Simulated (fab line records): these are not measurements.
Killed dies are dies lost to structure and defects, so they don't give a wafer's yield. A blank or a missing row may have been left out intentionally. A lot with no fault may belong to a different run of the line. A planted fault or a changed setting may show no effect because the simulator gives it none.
fab line records -- flow n5Finfet
record lots=7, wafers=39
route steps=1938 shown WELL_APT@32 DUMMY_GATE@228 SD_EPI_N@267 MOL_CONTACT_COAG@629
startH: start of the lot's first displayed wafer, in hours after the record's first day -- waitH: how many hours have passed since the lot's step before this one -- " repeats the value in the row above -- L1.1+2: a row that stands for several wafers -- - either no value or no given start -- * or withheld: withheld -- < > ~ a bound
route shown NAME@n: NAME is a module with steps in the file, n the number in the route of the first one -- usual: mean/standard deviation of fault-free wafers -- same: alike in all rows -- chamber/n: place in a boat -- sites: each site's reading -- _std_site: standard deviation across them -- _edge_site: the outer-site mean with the inner-site mean subtracted -- radiusMm: how far each site lies from the wafer's centre -- mask NAME#n: copy n -- behind: the most recent tool/chamber to have shaped the wafer -- hold: why the lot was held/for how many hours/how that ended -- device: names the non-switching transistor (n, p or np) -- end of line: at the end of the route, the tests of the same wafers -- a step with no rows: only its recipe -- killed: dies that structure and defects cost at the first sort, which is not the same as the wafer's yield -- map: dies across one wafer; x = killed, . = not, _ = none there
set.NAME: the setting the step ran with; set.NAME@STEP: the setting that earlier step ran with -- model.NAME: the simulator's own value behind a step, which no gauge read
one table per step and one row per wafer, for lots whose settings were changed on purpose
## steps
# step N5_WELL_APT_IMPLANT_14
# recipe species=P, energyKev=160, doseCm2=1.5e+13, tiltDeg=0, rotationDeg=0
lot.wafer,tool,chamber,startH,waitH,set.energyKev,model.implant.rpNm,model.implant.drpNm
L074.1+5+6,implanter-02,0,13.87,0.1,160,207,65.9
L077.1+4+5,implanter-01,0,31.94,0.1,160,202.7,65.9
L077.2+3+6,implanter-01,0,31.94,0.1,167.1,211.9,68.03
L078.1+2+4,implanter-02,0,37.96,0.1,160,204.9,65.9
L078.3+5+6,implanter-02,0,37.96,0.1,178.5,229.3,71.46
L082.1+3+5,implanter-01,0,62.51,0.1,146.9,184.5,61.79
L082.2+4+6,implanter-01,0,62.51,0.1,160,201.7,65.9
L084.1+2+6,implanter-01,0,74.01,0.1,154.6,194.8,64.24
L084.3+4+5,implanter-01,0,74.01,0.1,160,201.9,65.9
L088.1+4+5,implanter-01,0,97.78,0.1,160,208.1,65.9
L088.2+3+6,implanter-01,0,97.78,0.1,154.9,201.2,64.34
L093.1+4+6,implanter-02,0,128.06,0.1,160,206.6,65.9
L093.2+3+5,implanter-02,0,128.06,0.1,173.9,225.1,70.08
# step N5_DUMMY_GATE_EXPOSE_12
# recipe maskId=GATE, na=0.33, sourceShape=annular, sigmaInner=0.2, sigmaOuter=0.6, polarization=unpolarized, targetCdNm=25, doseMj=34
lot.wafer,tool,chamber,startH,waitH,mask,set.doseMj
L074.1+5+6,euvScanner-02,0,48.10,-,GATE#0,34
L077.1+2+4,euvScanner-01,0,68.99,-,GATE#0,34
L077.3+5+6,euvScanner-01,0,68.99,-,GATE#0,35.28
L078.1+5+6,euvScanner-01,0,69.03,-,GATE#0,34
L078.2+3+4,euvScanner-01,0,69.03,-,GATE#0,35.18
L082.1+2+4,euvScanner-02,0,95.33,-,GATE#0,31.85
L082.3+5+6,euvScanner-02,0,95.33,-,GATE#0,34
L084.1+2+3+4+5+6,euvScanner-01,0,109.10,-,GATE#0,34
L088.1+2+6,euvScanner-01,0,131.66,-,GATE#0,34
L088.3+4+5,euvScanner-01,0,131.66,-,GATE#0,33.32
L093.1+3+4,euvScanner-01,0,160.38,-,GATE#0,32.24
L093.2+5+6,euvScanner-01,0,160.38,-,GATE#0,34
# step N5_DUMMY_GATE_PEB_13
# recipe pebTempC=100, pebTimeS=60, resist=CAR-EUV
# step N5_DUMMY_GATE_DEVELOP_14
# recipe developTimeS=30, developer=TMAH, resist=CAR-EUV, rinseLiquid=surfactantRinse, dry=airSpin, devTempC=23
# step N5_DUMMY_GATE_CD_MEAS_15
# recipe targetCdNm=25.8, landingEnergyEv=500, detector=seInlens
# usual cdNm=25.03/0.25
lot.wafer,tool,chamber,startH,waitH,set.doseMj@DUMMY_GATE_EXPOSE_12,cdNm
L074.1,cdSem-03,0,48.23,-,34,25.23
L074.5,cdSem-03,0,48.23,-,34,25.38
L074.6,cdSem-03,0,48.23,-,34,24.92
L077.1,cdSem-01,0,69.12,-,34,24.74
L077.2,cdSem-01,0,69.12,-,34,24.91
L077.3,cdSem-01,0,69.12,-,35.28,24.16
L077.4,cdSem-01,0,69.12,-,34,24.87
L077.5,cdSem-01,0,69.12,-,35.28,24.52
L077.6,cdSem-01,0,69.12,-,35.28,24.36
L078.1,cdSem-01,0,69.16,-,34,24.97
L078.2,cdSem-01,0,69.16,-,35.18,24.65
L078.3,cdSem-01,0,69.16,-,35.18,24.49
L078.4,cdSem-01,0,69.16,-,35.18,24.39
L078.5,cdSem-01,0,69.16,-,34,25.48
L078.6,cdSem-01,0,69.16,-,34,25.26
L082.1,cdSem-03,0,95.46,-,31.85,26.43
L082.2,cdSem-03,0,95.46,-,31.85,26.26
L082.3,cdSem-03,0,95.46,-,34,24.91
L082.4,cdSem-03,0,95.46,-,31.85,25.78
L082.5,cdSem-03,0,95.46,-,34,25.27
L082.6,cdSem-03,0,95.46,-,34,25.14
L084.1,cdSem-03,0,109.22,-,34,25.71
L084.2,cdSem-03,0,109.22,-,34,25.40
L084.3,cdSem-03,0,109.22,-,34,25.30
L084.4,cdSem-03,0,109.22,-,34,25.33
L084.5,cdSem-03,0,109.22,-,34,25.68
L084.6,cdSem-03,0,109.22,-,34,25.24
L088.1,cdSem-03,0,131.78,-,34,24.87
L088.2,cdSem-03,0,131.78,-,34,25.03
L088.3,cdSem-03,0,131.78,-,33.32,25.09
L088.4,cdSem-03,0,131.78,-,33.32,25.44
L088.5,cdSem-03,0,131.78,-,33.32,25.13
L088.6,cdSem-03,0,131.78,-,34,25.08
L093.1,cdSem-02,0,160.50,-,32.24,25.68
L093.2,cdSem-02,0,160.50,-,34,25.14
L093.3,cdSem-02,0,160.50,-,32.24,25.84
L093.4,cdSem-02,0,160.50,-,32.24,26.28
L093.5,cdSem-02,0,160.50,-,34,24.97
L093.6,cdSem-02,0,160.50,-,34,24.75
# step N5_SD_EPI_N_EXPOSE_06
# recipe maskId=SD_N_BLK, na=1.35, sourceShape=conventional, sigmaOuter=0.8, polarization=unpolarized, targetCdNm=120, doseMj=39.75
lot.wafer,tool,chamber,startH,waitH,mask,set.doseMj
L074.1+5+6,arfiScanner-01,0,50.86,-,SD_N_BLK#0,39.75
L077.1+3+5,arfiScanner-01,0,71.29,-,SD_N_BLK#0,42.06
L077.2+4+6,arfiScanner-01,0,71.29,-,SD_N_BLK#0,39.75
L078.1+2+3+4+5+6,arfiScanner-03,0,71.45,-,SD_N_BLK#0,39.75
L082.1+2+3+4+5+6,arfiScanner-01,0,97.74,-,SD_N_BLK#0,39.75
L084.1+3+5,arfiScanner-02,0,111.33,-,SD_N_BLK#0,38.25
L084.2+4+6,arfiScanner-02,0,111.33,-,SD_N_BLK#0,39.75
L088.1+2+3+4+5+6,arfiScanner-01,0,134.49,-,SD_N_BLK#0,39.75
L093.1+3+5,arfiScanner-02,0,162.59,-,SD_N_BLK#0,39.75
L093.2+4+6,arfiScanner-02,0,162.59,-,SD_N_BLK#0,38.17
# step N5_SD_EPI_N_PEB_07
# recipe pebTempC=110, pebTimeS=60, resist=CAR-ArF-block
# step N5_SD_EPI_N_DEVELOP_08
# recipe developTimeS=30, developer=TMAH, resist=CAR-ArF-block, devTempC=23, rinseLiquid=diw, dry=airSpin
# step N5_SD_EPI_N_CD_MEAS_09
# recipe targetCdNm=120, landingEnergyEv=500, detector=seInlens
# usual cdNm=120.2/0.73
lot.wafer,tool,chamber,startH,waitH,set.doseMj@SD_EPI_N_EXPOSE_06,cdNm
L074.1,cdSem-01,0,50.99,-,39.75,120.6
L074.5,cdSem-01,0,50.99,-,39.75,119.5
L074.6,cdSem-01,0,50.99,-,39.75,120.6
L077.1,cdSem-02,0,71.42,-,42.06,123.3
L077.2,cdSem-02,0,71.42,-,39.75,120.2
L077.3,cdSem-02,0,71.42,-,42.06,124.1
L077.4,cdSem-02,0,71.42,-,39.75,120.4
L077.5,cdSem-02,0,71.42,-,42.06,124.2
L077.6,cdSem-02,0,71.42,-,39.75,120.4
L078.1,cdSem-03,0,71.58,-,39.75,119.9
L078.2,cdSem-03,0,71.58,-,39.75,120.0
L078.3,cdSem-03,0,71.58,-,39.75,119.7
L078.4,cdSem-03,0,71.58,-,39.75,119.4
L078.5,cdSem-03,0,71.58,-,39.75,120.4
L078.6,cdSem-03,0,71.58,-,39.75,120.1
L082.1,cdSem-02,0,97.86,-,39.75,120.5
L082.2,cdSem-02,0,97.86,-,39.75,121.7
L082.3,cdSem-02,0,97.86,-,39.75,121.2
L082.4,cdSem-02,0,97.86,-,39.75,120.1
L082.5,cdSem-02,0,97.86,-,39.75,121.5
L082.6,cdSem-02,0,97.86,-,39.75,121.0
L084.1,cdSem-01,0,111.45,-,38.25,118.2
L084.2,cdSem-01,0,111.45,-,39.75,119.8
L084.3,cdSem-01,0,111.45,-,38.25,117.6
L084.4,cdSem-01,0,111.45,-,39.75,119.3
L084.5,cdSem-01,0,111.45,-,38.25,117.2
L084.6,cdSem-01,0,111.45,-,39.75,119.8
L088.1,cdSem-01,0,134.61,-,39.75,120.2
L088.2,cdSem-01,0,134.61,-,39.75,120.9
L088.3,cdSem-01,0,134.61,-,39.75,120.6
L088.4,cdSem-01,0,134.61,-,39.75,120.9
L088.5,cdSem-01,0,134.61,-,39.75,119.6
L088.6,cdSem-01,0,134.61,-,39.75,120.0
L093.1,cdSem-03,0,162.72,-,39.75,119.1
L093.2,cdSem-03,0,162.72,-,38.17,117.3
L093.3,cdSem-03,0,162.72,-,39.75,119.5
L093.4,cdSem-03,0,162.72,-,38.17,117.1
L093.5,cdSem-03,0,162.72,-,39.75,119.8
L093.6,cdSem-03,0,162.72,-,38.17,116.4
# step N5_SD_EPI_N_DESCUM_14
# recipe chemistry=O2, timeS=7.9, sourcePowerW=50, biasPowerW=20, pressureMtorr=20, rfFrequencyHz=2.712e+07, tempC=40, resist=CAR-ArF-block, o2FlowSccm=225
lot.wafer,tool,chamber,startH,waitH,set.doseMj@SD_EPI_N_EXPOSE_06,model.SD_EPI_N.cdNm
L074.1,rieDiel-01,2,51.50,0.5,39.75,120.4
L074.5,rieDiel-01,0,51.50,0.5,39.75,119.6
L074.6,rieDiel-01,1,51.50,0.5,39.75,120.8
L077.1,rieDiel-01,2,71.64,0.2,42.06,123
L077.2+4+6,rieDiel-01,"1,3,1",71.64,0.2,39.75,120.2
L077.3,rieDiel-01,0,71.64,0.2,42.06,124.4
L077.5,rieDiel-01,2,71.64,0.2,42.06,123.8
L078.1+6,rieDiel-02,3,72.20,0.6,39.75,120
L078.2,rieDiel-02,0,72.20,0.6,39.75,120.2
L078.3,rieDiel-02,1,72.20,0.6,39.75,119.8
L078.4,rieDiel-02,2,72.20,0.6,39.75,119.6
L078.5,rieDiel-02,2,72.20,0.6,39.75,120.8
L082.1,rieDiel-05,3,98.20,0.3,39.75,120.6
L082.2,rieDiel-05,2,98.20,0.3,39.75,121.8
L082.3+5,rieDiel-05,"0,1",98.20,0.3,39.75,121.4
L082.4,rieDiel-05,1,98.20,0.3,39.75,120.4
L082.6,rieDiel-05,0,98.20,0.3,39.75,120.8
L084.1,rieDiel-05,1,111.83,0.3,38.25,118.4
L084.2,rieDiel-05,3,111.83,0.3,39.75,120.2
L084.3+5,rieDiel-05,"2,3",111.83,0.3,38.25,117.4
L084.4+6,rieDiel-05,0,111.83,0.3,39.75,119.6
L088.1,rieDiel-01,1,134.70,0.0,39.75,120
L088.2+4,rieDiel-01,"0,3",134.70,0.0,39.75,120.6
L088.3,rieDiel-01,2,134.70,0.0,39.75,120.2
L088.5+6,rieDiel-01,"3,2",134.70,0.0,39.75,119.8
L093.1,rieDiel-01,0,162.81,0.0,39.75,118.6
L093.2+4,rieDiel-01,"2,3",162.81,0.0,38.17,117
L093.3,rieDiel-01,1,162.81,0.0,39.75,119.4
L093.5,rieDiel-01,2,162.81,0.0,39.75,119.6
L093.6,rieDiel-01,1,162.81,0.0,38.17,116.4
# step N5_SD_EPI_N_ETCH_34
# recipe chemistry=CF4, target=SiARC, targetDepthA=455, maskMaterial=CAR-ArF-block, timeS=75.8, ionEnergyEv=80, pressureMtorr=40, sourceW=545, biasW=36, Ar_flow_sccm=100, cf4FlowSccm=100, ends=cleared
lot.wafer,tool,chamber,startH,waitH,set.doseMj@SD_EPI_N_EXPOSE_06,model.SD_EPI_N.cdNm
L074.1,rieDiel-01,2,51.53,0.0,39.75,120.4
L074.5,rieDiel-01,0,51.53,0.0,39.75,119.6
L074.6,rieDiel-01,1,51.53,0.0,39.75,120.6
L077.1,rieDiel-01,2,71.67,0.0,42.06,123.2
L077.2,rieDiel-01,1,71.67,0.0,39.75,120.4
L077.3,rieDiel-01,0,71.67,0.0,42.06,124.4
L077.4+6,rieDiel-01,"3,1",71.67,0.0,39.75,120.6
L077.5,rieDiel-01,2,71.67,0.0,42.06,124
L078.1,rieDiel-02,3,72.24,0.0,39.75,119.8
L078.2+3+6,rieDiel-02,"0,1,3",72.24,0.0,39.75,120
L078.4,rieDiel-02,2,72.24,0.0,39.75,119.4
L078.5,rieDiel-02,2,72.24,0.0,39.75,120.4
L082.1+6,rieDiel-05,"3,0",98.24,0.0,39.75,120.6
L082.2,rieDiel-05,2,98.24,0.0,39.75,121.8
L082.3+5,rieDiel-05,"0,1",98.24,0.0,39.75,121.2
L082.4,rieDiel-05,1,98.24,0.0,39.75,120
L084.1,rieDiel-05,1,111.87,0.0,38.25,118.2
L084.2,rieDiel-05,3,111.87,0.0,39.75,120.4
L084.3+5,rieDiel-05,"2,3",111.87,0.0,38.25,117.6
L084.4,rieDiel-05,0,111.87,0.0,39.75,119.4
L084.6,rieDiel-05,0,111.87,0.0,39.75,119.6
L088.1+6,rieDiel-01,"1,2",134.74,0.0,39.75,120
L088.2,rieDiel-01,0,134.74,0.0,39.75,120.8
L088.3,rieDiel-01,2,134.74,0.0,39.75,120.4
L088.4,rieDiel-01,3,134.74,0.0,39.75,121
L088.5,rieDiel-01,3,134.74,0.0,39.75,120.2
L093.1,rieDiel-01,0,162.84,0.0,39.75,118.6
L093.2,rieDiel-01,2,162.84,0.0,38.17,117.2
L093.3,rieDiel-01,1,162.84,0.0,39.75,119.6
L093.4,rieDiel-01,3,162.84,0.0,38.17,117.4
L093.5,rieDiel-01,2,162.84,0.0,39.75,119.8
L093.6,rieDiel-01,1,162.84,0.0,38.17,116.6
# step N5_MOL_CONTACT_COAG_ANNEAL_112
# recipe tempC=400, timeS=1800, ambient=HPD2, pressureAtm=10
# usual wafer_temp_C_max=402.3/0.44
lot.wafer,tool,chamber,startH,waitH,set.tempC,wafer_temp_C_max
L074.1,hpAnneal-01,0,106.82,2.6,400,403.2
L074.5,hpAnneal-01,0,106.82,2.6,400,403.0
L074.6,hpAnneal-01,0,106.82,2.6,400,402.7
L077.1,hpAnneal-01,0,126.44,0.0,395.7,398.0
L077.2,hpAnneal-01,0,126.44,0.0,395.7,398.4
L077.3,hpAnneal-01,0,126.44,0.0,395.7,398.3
L077.4,hpAnneal-01,0,126.44,0.0,395.7,398.2
L077.5,hpAnneal-01,0,126.44,0.0,395.7,398.2
L077.6,hpAnneal-01,0,126.44,0.0,395.7,397.6
L078.1,hpAnneal-01,0,129.44,1.9,387.2,389.4
L078.2,hpAnneal-01,0,129.44,1.9,387.2,389.6
L078.3,hpAnneal-01,0,129.44,1.9,387.2,389.8
L078.4,hpAnneal-01,0,129.44,1.9,387.2,388.9
L078.5,hpAnneal-01,0,129.44,1.9,387.2,389.7
L078.6,hpAnneal-01,0,129.44,1.9,387.2,389.4
L082.1,hpAnneal-01,0,151.66,0.0,396.7,398.6
L082.2,hpAnneal-01,0,151.66,0.0,396.7,399.0
L082.3,hpAnneal-01,0,151.66,0.0,396.7,398.9
L082.4,hpAnneal-01,0,151.66,0.0,396.7,398.8
L082.5,hpAnneal-01,0,151.66,0.0,396.7,399.1
L082.6,hpAnneal-01,0,151.66,0.0,396.7,399.2
L084.1,hpAnneal-01,0,164.80,0.0,400,402.2
L084.2,hpAnneal-01,0,164.80,0.0,400,402.3
L084.3,hpAnneal-01,0,164.80,0.0,400,401.8
L084.4,hpAnneal-01,0,164.80,0.0,400,402.5
L084.5,hpAnneal-01,0,164.80,0.0,400,402.2
L084.6,hpAnneal-01,0,164.80,0.0,400,403.4
L088.1,hpAnneal-01,0,190.32,0.0,400,402.0
L088.2,hpAnneal-01,0,190.32,0.0,400,402.9
L088.3,hpAnneal-01,0,190.32,0.0,400,403.7
L088.4,hpAnneal-01,0,190.32,0.0,400,402.2
L088.5,hpAnneal-01,0,190.32,0.0,400,402.3
L088.6,hpAnneal-01,0,190.32,0.0,400,402.9
L093.1,hpAnneal-01,0,213.57,0.0,388.7,391.5
L093.2,hpAnneal-01,0,213.57,0.0,388.7,390.6
L093.3,hpAnneal-01,0,213.57,0.0,388.7,391.5
L093.4,hpAnneal-01,0,213.57,0.0,388.7,391.3
L093.5,hpAnneal-01,0,213.57,0.0,388.7,391.3
L093.6,hpAnneal-01,0,213.57,0.0,388.7,390.6
## key
split step=N5_WELL_APT_IMPLANT_14, setting=energyKev, stated=160, by=wafer
response step=N5_WELL_APT_IMPLANT_14, reading=model.implant.rpNm, change=+2.11, per=1%, r=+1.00
response step=N5_WELL_APT_IMPLANT_14, reading=model.implant.drpNm, change=+0.486, per=1%, r=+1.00
split step=N5_DUMMY_GATE_EXPOSE_12, setting=doseMj, stated=34, by=wafer
response step=N5_DUMMY_GATE_CD_MEAS_15, reading=cdNm, change=-0.171, per=1%, r=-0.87
split step=N5_SD_EPI_N_EXPOSE_06, setting=doseMj, stated=39.75, by=wafer
response step=N5_SD_EPI_N_CD_MEAS_09, reading=cdNm, change=+0.593, per=1%, r=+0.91
response step=N5_SD_EPI_N_DESCUM_14, reading=model.SD_EPI_N.cdNm, change=+0.594, per=1%, r=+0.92
response step=N5_SD_EPI_N_ETCH_34, reading=model.SD_EPI_N.cdNm, change=+0.563, per=1%, r=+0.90
split step=N5_MOL_CONTACT_COAG_ANNEAL_112, setting=tempC, stated=400, by=lot
response step=N5_MOL_CONTACT_COAG_ANNEAL_112, reading=wafer_temp_C_max, change=*, per=1%, r=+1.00
